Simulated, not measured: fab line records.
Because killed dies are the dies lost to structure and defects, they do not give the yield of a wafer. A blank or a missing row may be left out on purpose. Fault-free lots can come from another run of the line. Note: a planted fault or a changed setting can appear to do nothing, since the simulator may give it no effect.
fab line records	flow n5-finfet	part 1 of 2: steps 1 to 41 of 42
record: lots: 5	wafers: 14	last-day: 17
route steps=1938 shown MOL_CONTACT_COAG@548 BEOL_M4@1111 PASSIVATION@1936
lots untouched by any fault: they come from a run of this same line in which no faults occurred
start-h: start of the lot's first displayed wafer, in hours after the record's first day	wait-h: hours from the lot's prior step to this one	" the same as in the row above	L1.1+2: one row covering several wafers at once	- no value present, or no start provided	* or withheld: withheld	< > ~ a bound
route shown NAME@n: a module of which the file shows steps, and the number in the route of the first	usual: average and standard deviation across the fault-free wafers	same: alike in all rows	chamber/n: place in a boat	sites: readings site by site	_std_site: their standard deviation	_edge_site: mean of outer sites minus mean of inner sites	radius-mm: how far each site lies from the wafer's centre	mask NAME#n: copy n	behind: tool/chamber where the wafer was last shaped	hold: why the lot went on hold/how many hours it stayed there/how the hold came to an end	device: the n, p or np transistor that did not switch	end of line: tests of these same wafers at the route's end	a step with no rows: only its recipe	killed: at the first sort, the dies lost to defects and structure; wafer yield is something else	map: a wafer's dies, marking killed ones x, the rest . and places with no die _
set.NAME: the setting as run; set.NAME@STEP: as run at that earlier step	model.NAME: the simulator's own value behind a step, which no gauge read
lots at some steps of the route; a table a step, a row a wafer
services: when a tool's chamber went out of use (start-h, in hours from the record's first day, below 0 if earlier), for how many hours, and the reason
== steps ==
step: N5_MOL_CONTACT_COAG_CO_FILL_22
recipe: material: Co	target-thk-a: 200	temp-c: 200	precursor: CCTBA/H2	pressure-torr: 30
usual: heater-power-w: 233/21
lot.wafer	tool	chamber	start-h	wait-h	heater-power-w
L422.3	cvd-co-02	0	111.25	0.1	270
L422.4	"	0	"	"	277
L422.6	"	1	"	"	279
L424.1	cvd-co-01	1	131.67	0.1	232
L424.2	"	0	"	"	223
L424.6	"	0	"	"	219
L435.1	cvd-co-02	0	198.97	0.1	264
L435.4	"	1	"	"	263
L439.2	cvd-co-02	1	216.40	0.1	250
L439.3	"	2	"	"	211
L439.4	"	0	"	"	260
L442.1	cvd-co-01	2	237.06	0.1	220
L442.3	"	0	"	"	218
L442.6	"	2	"	"	219
step: N5_MOL_CONTACT_COAG_ANNEAL_113
recipe: temp-c: 400	time-s: 300	ambient: H2/N2
usual: anneal-temp-c-max: 401.8/0.52	lamp-power-pct: 2.99/0.092	lamp_zone_7_pct: 3.14/0.096	wafer_temp_C_max: 401.5/0.38
lot.wafer	tool	chamber	start-h	wait-h	anneal-temp-c-max	lamp-power-pct	lamp_zone_7_pct	wafer_temp_C_max
L422.3	rtp-anneal-01	0	112.17	0.6	401.0	3.07	3.23	401.3
L422.4	"	0	"	"	401.8	3.07	3.23	401.6
L422.6	"	0	"	"	401.5	3.08	3.23	401.2
L424.1	rtp-anneal-02	0	132.32	0.4	402.2	2.89	3.04	401.3
L424.2	"	0	"	"	401.7	2.89	3.04	401.6
L424.6	"	0	"	"	401.8	2.89	3.04	401.2
L435.1	rtp-anneal-02	0	199.59	0.3	401.9	2.89	3.04	400.9
L435.4	"	0	"	"	401.6	2.89	3.03	401.4
L439.2	rtp-anneal-02	0	217.16	0.5	402.9	2.89	3.04	402.3
L439.3	"	0	"	"	402.9	2.89	3.04	401.9
L439.4	"	0	"	"	401.9	2.89	3.04	401.4
L442.1	rtp-anneal-01	0	237.67	0.3	401.6	3.07	3.23	401.2
L442.3	"	0	"	"	402.1	3.08	3.23	402.0
L442.6	"	0	"	"	401.4	3.07	3.23	401.5
step: N5_MOL_CONTACT_COAG_PRE_CLEAN_142
recipe: gas: H2/He	time-s: 60	temp-c: 300
step: N5_MOL_CONTACT_COAG_SPUTTER_130
recipe: material: Co	target-thk-a: 475	temp-c: 25	chamber-pressure-pa: 0.5	power-w: 3000
step: N5_MOL_CONTACT_COAG_PRECLEAN_125
recipe: chemistry: DIW	time-s: 57.5	temp-c: 23
step: N5_MOL_CONTACT_COAG_SRD_126
recipe: dry-time-s: 32	dry: n2-spin	spin-rpm: 1500
step: N5_MOL_CONTACT_COAG_CMP_23
recipe: stop-on: SiO2	t-overpolish-s: 1.5	post-cmp-clean: cu-alkaline	down-force-psi: 2	platen-rpm: 50.289	pad-velocity-m-s: 1.0006	target-thk-nm: 0
step: N5_MOL_CONTACT_COAG_WET_ETCH_26
recipe: target: Co	target-depth-nm: 13
step: N5_MOL_CONTACT_COAG_WET_ETCH_116
recipe: chemistry: SC1-inhibited	target-depth-nm: 4.6	dry: ipa-marangoni	rinse-time-s: 30	rinse-temp-c: 23
step: N5_MOL_CONTACT_COAG_ALD_27
recipe: material: SiOC	target-thk-a: 170	temp-c: 400	ald-precursor-family: carbosiloxane	ald-co-reactant: H2-plasma	pulse-time-s: 1.5	time-s: 2720	purge-time-s: 2	co-reactant-purge-time-s: 2	ald-cycles: 340	pressure-torr: 2
step: N5_MOL_CONTACT_COAG_CMP_28
recipe: stop-on: SiNx	t-overpolish-s: 0.85	post-cmp-clean: alkaline-brush	down-force-psi: 4.15	platen-rpm: 51.8	pad-velocity-m-s: 1.0307	target-thk-nm: 14.522
usual: head-pressure-psi: 4.150/0.0087	motor-current-A: 11.5/1.3	time-to-endpoint-s: 5.2/2.4
lot.wafer	tool	chamber	start-h	wait-h	head-pressure-psi	motor-current-A	time-to-endpoint-s
L422.3	cmp-02	3	116.86	0.9	4.146	11.1	6.2
L422.4	"	0	"	"	4.153	9.8	8.1
L422.6	"	2	"	"	4.168	12.7	8.9
L424.1	cmp-04	0	135.94	0.8	4.134	10.8	0.9
L424.2	"	1	"	"	4.166	10.6	8.8
L424.6	"	0	"	"	4.139	10.9	4.6
L435.4	cmp-04	0	203.23	0.9	4.165	10.9	3.9
L435.1	"	1	"	"	4.146	11.1	4.6
L439.3	cmp-03	2	221.38	0.8	4.167	9.0	0.1
L439.2	"	3	"	"	4.153	12.9	0.0
L439.4	"	1	"	"	4.138	12.3	0.9
L442.1	cmp-03	0	242.69	0.8	4.153	11.3	3.6
L442.3	"	2	"	"	4.168	9.2	2.9
L442.6	"	0	"	"	4.158	10.8	5.4
step: N5_MOL_CONTACT_COAG_THK_MEAS_29
recipe: reads: SiNx_of_GATE_CUT_PECVD_57+SiNx_of_GATE_CUT_SAC_CAP_01
usual: MD_CAP_THK: 17.89/0.082
lot.wafer	tool	chamber	start-h	wait-h	MD_CAP_THK[nm]
L422.3	film-metro-02	-	117.08	-	17.78
L422.4	"	-	"	"	17.97
L422.6	"	-	"	"	17.86
L424.1	film-metro-01	-	136.19	-	17.85
L424.2	"	-	"	"	17.71
L424.6	"	-	"	"	17.88
L435.1	film-metro-01	-	203.45	-	17.62
L435.4	"	-	"	"	17.86
L439.2	film-metro-02	-	221.68	-	17.85
L439.3	"	-	"	"	17.75
L439.4	"	-	"	"	17.76
L442.1	film-metro-01	-	242.95	-	17.82
L442.3	"	-	"	"	17.92
L442.6	"	-	"	"	17.94
step: N5_MOL_CONTACT_COAG_ALD_123
recipe: material: SiNx	target-thk-a: 50	temp-c: 400	ald-precursor-family: SiH2I2	ald-co-reactant: N2/H2-plasma	pulse-time-s: 1	purge-time-s: 2	co-reactant-purge-time-s: 2	ald-cycles: 100	pressure-torr: 2
step: N5_MOL_CONTACT_COAG_PECVD_31
recipe: material: SiO2	target-thk-a: 460	temp-c: 400	precursor: TEOS/O2	pressure-torr: 6.5	rf-w: withheld	teos-flow-sccm: withheld	gas: O2	flow-sccm: 2650	time-s: 8.9
step: N5_MOL_CONTACT_COAG_COAT_75
recipe: resist: SOC	temp-c: 250	time-s: 60	spin-rpm: 1500	resist-thk-nm: 60
step: N5_MOL_CONTACT_COAG_COAT_76
recipe: resist: SiARC	temp-c: 220	time-s: 60	spin-rpm: 1500	resist-thk-nm: 10
step: N5_MOL_CONTACT_COAG_COAT_77
recipe: resist: underlayer	temp-c: 205	time-s: 60	spin-rpm: 1500	resist-thk-nm: 10
step: N5_MOL_CONTACT_COAG_COAT_78
recipe: resist: CAR-EUV	spin-rpm: 1500	resist-thk-nm: 40
step: N5_MOL_CONTACT_COAG_EBR_80
recipe: solvent: PGMEA	ebr-width-mm: 1.5
step: N5_MOL_CONTACT_COAG_SOFTBAKE_79
recipe: temp-c: 110	time-s: 60	resist: CAR-EUV
step: N5_MOL_CONTACT_COAG_EXPOSE_81
recipe: mask-id: VG	na: 0.33	source-shape: annular	sigma-inner: 0.3	sigma-outer: 0.7	polarization: unpolarized	defocus-nm: 0	dose-mj: 59.5
step: N5_MOL_CONTACT_COAG_PEB_82
recipe: peb-temp-c: 100	peb-time-s: 60	resist: CAR-EUV
step: N5_MOL_CONTACT_COAG_DEVELOP_83
recipe: develop-time-s: 30	developer: TMAH	resist: CAR-EUV	rinse-liquid: surfactant-rinse	dry: air-spin	dev-temp-c: 23
step: N5_MOL_CONTACT_COAG_CD_MEAS_84
recipe: target-cd-nm: 25.1	landing-energy-ev: 500	detector: se-inlens	polarity: opening
usual: cd-nm: 25.02/0.21
lot.wafer	tool	chamber	start-h	wait-h	cd-nm
L422.3	cd-sem-03	0	117.98	-	25.09
L422.4	"	0	"	"	24.74
L422.6	"	0	"	"	24.94
L424.1	cd-sem-02	0	137.07	-	24.97
L424.2	"	0	"	"	24.93
L424.6	"	0	"	"	24.97
L435.1	cd-sem-02	0	204.53	-	24.91
L435.4	"	0	"	"	24.84
L439.2	cd-sem-01	0	223.78	-	24.93
L439.3	"	0	"	"	24.88
L439.4	"	0	"	"	24.93
L442.1	cd-sem-03	0	244.06	-	24.76
L442.3	"	0	"	"	24.87
L442.6	"	0	"	"	25.00
step: N5_MOL_CONTACT_COAG_OVL_MEAS_85
recipe: points-per-wafer: 522
usual: VG_OVL: -0.1/0.61
lot.wafer	tool	chamber	start-h	wait-h	VG_OVL[nm]
L422.3	overlay-01	0	118.02	0.0	-0.1
L422.4	"	0	"	"	-0.1
L422.6	"	0	"	"	1.1
L424.1	overlay-02	0	137.10	0.0	0.2
L424.2	"	0	"	"	1.3
L424.6	"	0	"	"	0.9
L435.1	overlay-01	0	204.56	0.0	-0.3
L435.4	"	0	"	"	0.3
L439.2	overlay-01	0	223.82	0.0	-0.3
L439.3	"	0	"	"	-0.3
L439.4	"	0	"	"	0.8
L442.1	overlay-01	0	244.09	0.0	0.3
L442.3	"	0	"	"	0.5
L442.6	"	0	"	"	0.5
step: N5_MOL_CONTACT_COAG_INSPECT_57
recipe: mode: adi	inspect-instrument: brightfield
usual: raw-defect-count: 185/49
lot.wafer	tool	chamber	start-h	wait-h	raw-defect-count
L422.3	defect-inspect-02	-	118.07	0.0	297
L422.4	"	-	"	"	250
L422.6	"	-	"	"	273
L424.1	defect-inspect-02	-	137.16	0.1	231
L424.2	"	-	"	"	234
L424.6	"	-	"	"	162
L435.1	defect-inspect-02	-	204.62	0.1	147
L435.4	"	-	"	"	199
L439.2	defect-inspect-02	-	223.87	0.0	214
L439.3	"	-	"	"	192
L439.4	"	-	"	"	100
L442.1	defect-inspect-02	-	244.15	0.1	148
L442.3	"	-	"	"	163
L442.6	"	-	"	"	213
step: N5_MOL_CONTACT_COAG_DESCUM_88
recipe: chemistry: O2	time-s: 7	source-power-w: 50	bias-power-w: 20	pressure-mtorr: 20	rf-frequency-hz: 2.712e+07	temp-c: 40	resist: CAR-EUV	o2-flow-sccm: 225
step: N5_MOL_CONTACT_COAG_ETCH_89
recipe: chemistry: N2/H2	target: underlayer	target-depth-a: 130	mask-material: CAR-EUV	time-s: 10.4	ion-energy-ev: 200	pressure-mtorr: 30	source-w: 840	bias-w: 150	n2-flow-sccm: 200	h2-flow-sccm: 200	ends: cleared
step: N5_MOL_CONTACT_COAG_ETCH_90
recipe: chemistry: CF4	target: SiARC	target-depth-a: 130	mask-material: CAR-EUV	time-s: 21.7	ion-energy-ev: 80	pressure-mtorr: 40	source-w: 545	bias-w: 36	Ar_flow_sccm: 100	cf4-flow-sccm: 100	ends: cleared
step: N5_MOL_CONTACT_COAG_ALD_131
recipe: material: SiO2	target-thk-a: 50	temp-c: 100	ald-precursor-family: BDEAS	ald-co-reactant: O2-plasma	pulse-time-s: 1	co-reactant-pulse-time-s: 1	purge-time-s: 2	co-reactant-purge-time-s: 2	ald-cycles: 35	pressure-torr: 2
step: N5_MOL_CONTACT_COAG_ETCHBACK_132
recipe: chemistry: CHF3	target: SiO2	target-depth-a: 100	time-s: 6.7	ion-energy-ev: 200	pressure-mtorr: 30	source-w: 610	bias-w: 170	Ar_flow_sccm: 200	CHF3_flow_sccm: 50
step: N5_MOL_CONTACT_COAG_ETCH_91
recipe: chemistry: N2/H2	target: SOC	target-depth-a: 600	overetch-a: 210	mask-material: SiARC	temp-c: 40	time-s: 101.2	ion-energy-ev: 200	pressure-mtorr: 30	source-w: 840	bias-w: 150	n2-flow-sccm: 200	h2-flow-sccm: 200
usual: drypump-motor-current-A: 5.7/0.5	n2-flow-sccm: 200.0/0.6	oes-product-au: 0.69/0.054	rf-vpp-V: 524.0/2.3	showerhead-plenum-p-Torr: 2.54/0.077	throttle-valve-pct: 17.68/0.27
lot.wafer	tool	chamber	start-h	wait-h	drypump-motor-current-A	n2-flow-sccm	oes-product-au	rf-hours-counter-h	rf-vpp-V	showerhead-plenum-p-Torr	throttle-valve-pct
L422.3	rie-diel-03	1	119.03	0.0	6.1	199.0	0.78	25	527.7	2.60	17.50
L422.4	"	2	"	"	5.6	200.0	0.76	12	525.2	2.59	17.23
L422.6	"	3	"	"	6.0	199.9	0.64	-	523.3	2.55	17.67
L424.1	rie-diel-03	2	137.89	0.0	5.6	201.6	0.74	19	526.3	2.59	17.25
L424.2	"	3	"	"	6.0	199.8	0.64	122	523.2	2.55	17.68
L424.6	"	3	"	"	6.0	199.4	0.64	-	523.7	2.55	17.67
L435.1	rie-diel-02	0	205.30	0.0	5.4	200.0	0.61	163	525.2	2.54	18.04
L435.4	"	1	"	"	5.0	199.7	0.71	47	522.9	2.48	17.87
L439.2	rie-diel-03	0	224.25	0.0	5.5	199.7	0.68	87	526.4	2.68	17.29
L439.3	"	2	"	"	5.6	199.2	0.71	46	525.1	2.58	17.31
L439.4	"	1	"	"	6.1	200.7	0.74	56	523.8	2.59	17.55
L442.1	rie-diel-03	1	244.59	0.0	6.1	200.9	0.73	63	524.5	2.58	17.57
L442.3	"	3	"	"	6.0	199.9	0.62	155	524.2	2.53	17.74
L442.6	"	3	"	"	6.0	200.9	0.62	-	523.9	2.53	17.73
step: N5_MOL_CONTACT_COAG_STRIP_92
recipe: chemistry: N2/H2	temp-c: 40	n2-flow-sccm: 200	h2-flow-sccm: 200	rf-frequency-hz: 6e+07
step: N5_MOL_CONTACT_COAG_STRIP_93
recipe: chemistry: N2/H2	temp-c: 40	n2-flow-sccm: 200	h2-flow-sccm: 200	rf-frequency-hz: 6e+07
step: N5_MOL_CONTACT_COAG_ETCHBACK_135
recipe: chemistry: CHF3	target: SiO2	target-depth-a: 250	time-s: 16.7	ion-energy-ev: 200	pressure-mtorr: 30	source-w: 610	bias-w: 170	Ar_flow_sccm: 200	CHF3_flow_sccm: 50
step: N5_MOL_CONTACT_COAG_STRIP_118
recipe: chemistry: CHF3	resist: SiARC	rf-frequency-hz: 6e+07
step: N5_MOL_CONTACT_COAG_VIA_ETCH_46
recipe: chemistry: C4F6/O2	target-depth-a: 460	overetch-a: 92	mask-material: SOC	target: SiO2	bias-w: 455	pressure-mtorr: 10	time-s: 40	source-w: 325	Ar_flow_sccm: 300	C4F6_flow_sccm: 10	O2_flow_sccm: 10	ion-energy-ev: 575.3	ends: end-point
usual: drypump-motor-current-A: 5.7/0.51	oes_ar_750_au: 0.82/0.064	oes-product-au: 0.74/0.058	rf-vpp-V: 1589/30	showerhead-plenum-p-Torr: 2.85/0.075	throttle-valve-pct: 40.9/0.42
lot.wafer	tool	chamber	start-h	wait-h	drypump-motor-current-A	oes_ar_750_au	oes-product-au	rf-hours-counter-h	rf-vpp-V	showerhead-plenum-p-Torr	throttle-valve-pct
L422.3	rie-diel-03	1	119.15	0.0	6.2	0.92	0.83	25	1641	2.91	40.7
L422.4	"	2	"	"	5.6	0.90	0.81	13	1573	2.91	40.5
L422.6	"	3	"	"	6.0	0.77	0.68	-	1570	2.84	40.7
L424.1	rie-diel-03	2	138.01	0.0	5.6	0.89	0.80	19	1573	2.90	40.5
L424.2	"	3	"	"	6.0	0.76	0.69	122	1572	2.84	40.7
L424.6	"	3	"	"	6.0	0.76	0.70	-	1571	2.84	40.7
L435.1	rie-diel-02	0	205.43	0.0	5.4	0.72	0.65	163	1575	2.84	41.0
L435.4	"	1	"	"	5.0	0.84	0.76	47	1585	2.80	41.2
L439.2	rie-diel-03	0	224.37	0.0	5.5	0.82	0.73	87	1614	2.97	40.1
L439.3	"	2	"	"	5.6	0.85	0.75	46	1572	2.89	40.6
L439.4	"	1	"	"	6.1	0.87	0.79	56	1639	2.90	40.7
L442.1	rie-diel-03	1	244.72	0.0	6.2	0.85	0.78	63	1639	2.89	40.7
L442.3	"	3	"	"	6.0	0.73	0.66	155	1569	2.82	40.7
L442.6	"	3	"	"	6.0	0.73	0.66	-	1571	2.82	40.7
step: N5_MOL_CONTACT_COAG_STRIP_96
recipe: chemistry: N2/H2	power-w: 500	temp-c: 40	pressure-mtorr: 50	rf-frequency-hz: 6e+07	overash-fraction: 0.3	bias-power-w: 28	h2-frac: 0.5	n2-flow-sccm: 300	h2-flow-sccm: 300
step: N5_MOL_CONTACT_COAG_ETCH_47
recipe: chemistry: CH3F/O2	target: SiNx	target-depth-a: 270	mask-material: SiO2	stop-on: W	over-etch-frac: 0.2	ion-energy-ev: 120	endpoint: OES-CN	pressure-mtorr: 30	source-w: 395	bias-w: 73	Ar_flow_sccm: 150	CH3F_flow_sccm: 30	O2_flow_sccm: 20	ends: end-point
usual: drypump-motor-current-A: 5.7/0.51	etch-rf-on-time-s: 31.3/0.6	oes_ar_750_au: 0.82/0.066	oes-product-au: 0.74/0.059	rf-vpp-V: 298/6	showerhead-plenum-p-Torr: 2.00/0.056	throttle-valve-pct: 16.25/0.24
lot.wafer	tool	chamber	start-h	wait-h	drypump-motor-current-A	etch-rf-on-time-s	oes_ar_750_au	oes-product-au	rf-hours-counter-h	rf-vpp-V	showerhead-plenum-p-Torr	throttle-valve-pct	model.etch.depth-nm
L422.3	rie-diel-03	1	119.26	0.0	6.2	31.7	0.91	0.81	25	307	2.05	16.08	17.82
L422.4	"	2	"	"	5.6	31.1	0.91	0.81	13	295	2.05	15.94	17.91
L422.6	"	3	"	"	5.9	30.7	0.77	0.69	-	293	2.00	16.01	17.83
L424.1	rie-diel-03	2	138.12	0.0	5.6	30.8	0.89	0.81	19	294	2.05	15.93	17.86
L424.2	"	3	"	"	6.0	30.4	0.77	0.68	122	294	2.00	16.04	17.69
L424.6	"	3	"	"	6.0	30.7	0.76	0.68	-	294	2.00	16.04	17.87
L435.1	rie-diel-02	0	205.53	0.0	5.4	31.9	0.72	0.64	163	295	2.00	16.55	17.61
L435.4	"	1	"	"	5.0	31.7	0.83	0.74	47	296	1.97	16.42	17.8
L439.2	rie-diel-03	0	224.48	0.0	5.5	31.1	0.81	0.73	87	304	2.10	15.87	17.89
L439.3	"	2	"	"	5.6	30.4	0.86	0.76	46	296	2.04	15.98	17.77
L439.4	"	1	"	"	6.1	31.2	0.86	0.78	56	307	2.04	16.13	17.81
L442.1	rie-diel-03	1	244.82	0.0	6.1	31.5	0.85	0.77	63	307	2.04	16.14	17.88
L442.3	"	3	"	"	6.0	30.8	0.74	0.66	155	293	1.99	16.11	17.91
L442.6	"	3	"	"	6.0	30.9	0.74	0.66	-	293	1.99	16.10	17.96
step: N5_MOL_CONTACT_COAG_STRIP_119
recipe: chemistry: N2/H2	time-s: 30	power-w: 1000	temp-c: 250	pressure-mtorr: withheld	n2-flow-sccm: 1750	h2-flow-sccm: 3250
usual: drypump-motor-current-A: 5.6/0.36	heater-power-w: 313/12	n2-flow-sccm: 1750/5.4
lot.wafer	tool	chamber	start-h	wait-h	drypump-motor-current-A	heater-power-w	n2-flow-sccm	rf-hours-counter-h
L422.3	plasma-asher-02	0	119.71	0.4	5.8	322	1747	-
L422.4	"	1	"	"	5.1	310	1751	-
L422.6	"	1	"	"	5.1	320	1753	-
L424.1	plasma-asher-01	0	138.20	0.1	6.0	318	1749	49
L424.2	"	1	"	"	5.4	293	1753	49
L424.6	"	1	"	"	5.4	295	1760	-
L435.1	plasma-asher-02	0	205.62	0.1	5.8	323	1736	116
L435.4	"	1	"	"	5.1	325	1740	-
L439.2	plasma-asher-01	1	224.56	0.1	5.4	285	1750	63
L439.3	"	0	"	"	6.0	321	1754	-
L439.4	"	1	"	"	5.4	291	1760	-
L442.1	plasma-asher-01	0	244.91	0.1	6.0	319	1747	68
L442.3	"	0	"	"	6.0	322	1760	-
L442.6	"	0	"	"	6.0	319	1748	-
step: N5_BEOL_M4_RC_MEAS_101
usual: DIBL_N: 36.0/1.9	DIBL_P: 36.0/2.1	IOFF_N: 0.155/0.029	IOFF_P: 0.20/0.032	ION_N: 672/11	ION_P: 461/6.9	SS_N: 71.5/0.58	SS_P: 73.2/0.64	VT_N: 250.4/2.9	VT_P: -251.0/2.8
lot.wafer	tool	chamber	start-h	wait-h	DIBL_N[mV/V]	DIBL_P[mV/V]	IOFF_N[nA/um]	IOFF_P[nA/um]	ION_N[uA/um]	ION_P[uA/um]	SS_N[mV/dec]	SS_P[mV/dec]	VT_N[mV]	VT_P[mV]
L422.3	prober-02	0	187.42	0.3	36.9	37.3	0.159	0.21	687	469	70.0	73.3	250.8	-250.4
L422.4	"	0	"	"	36.7	37.1	0.155	0.22	678	466	71.9	73.6	249.7	-251.1
L422.6	"	0	"	"	38.4	38.6	0.179	0.24	671	457	71.5	73.4	247.3	-247.1
L424.1	prober-02	0	214.31	0.0	40.1	40.3	0.224	0.27	675	464	72.9	74.0	247.6	-248.9
L424.2	"	0	"	"	38.9	38.8	0.185	0.25	682	472	71.4	73.7	250.4	-247.6
L424.6	"	0	"	"	39.9	39.2	0.214	0.26	674	461	71.1	73.9	247.6	-245.5
L435.1	prober-02	0	279.51	0.0	37.1	37.0	0.151	0.19	668	455	72.0	73.4	253.4	-252.6
L435.4	"	0	"	"	38.4	39.7	0.181	0.22	688	462	71.6	74.1	251.6	-251.1
L439.2	prober-02	0	304.13	0.2	38.9	38.1	0.198	0.23	689	466	72.3	73.8	246.5	-250.8
L439.3	"	0	"	"	36.3	34.6	0.139	0.20	663	457	71.3	72.9	251.5	-250.9
L439.4	"	0	"	"	36.6	35.3	0.146	0.19	672	458	71.8	72.9	250.0	-252.7
L442.1	prober-01	0	311.35	0.0	35.8	33.2	0.143	0.18	661	453	71.0	73.1	250.2	-253.6
L442.3	"	0	"	"	37.8	36.0	0.173	0.22	665	453	72.0	74.1	247.7	-250.3
L442.6	"	0	"	"	38.5	37.5	0.198	0.25	685	465	72.1	74.3	247.6	-248.4
== key ==
first-sign: step: N5_MOL_CONTACT_COAG_THK_MEAS_29	reading: MD_CAP_THK	direction: down	sigmas: 3.2	usual: 17.89	struck: 17.62
effect none on later readings
model-effect: step: N5_MOL_CONTACT_COAG_ETCH_47	value: etch.depth-nm	without: 17.82	struck: 17.61
met-at N5_MOL_CONTACT_COAG_CMP_28
struck-wafers L435.1
onset-between 135.94 203.23
fault: kind: process-parameter-drift	tool: cmp-04	chamber: -	onset-h: 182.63	steps: N5_MOL_CONTACT_COAG_CMP_28	channel: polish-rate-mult	offset: 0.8	shape: step	end-h: 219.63	scope: struck-wafers-only
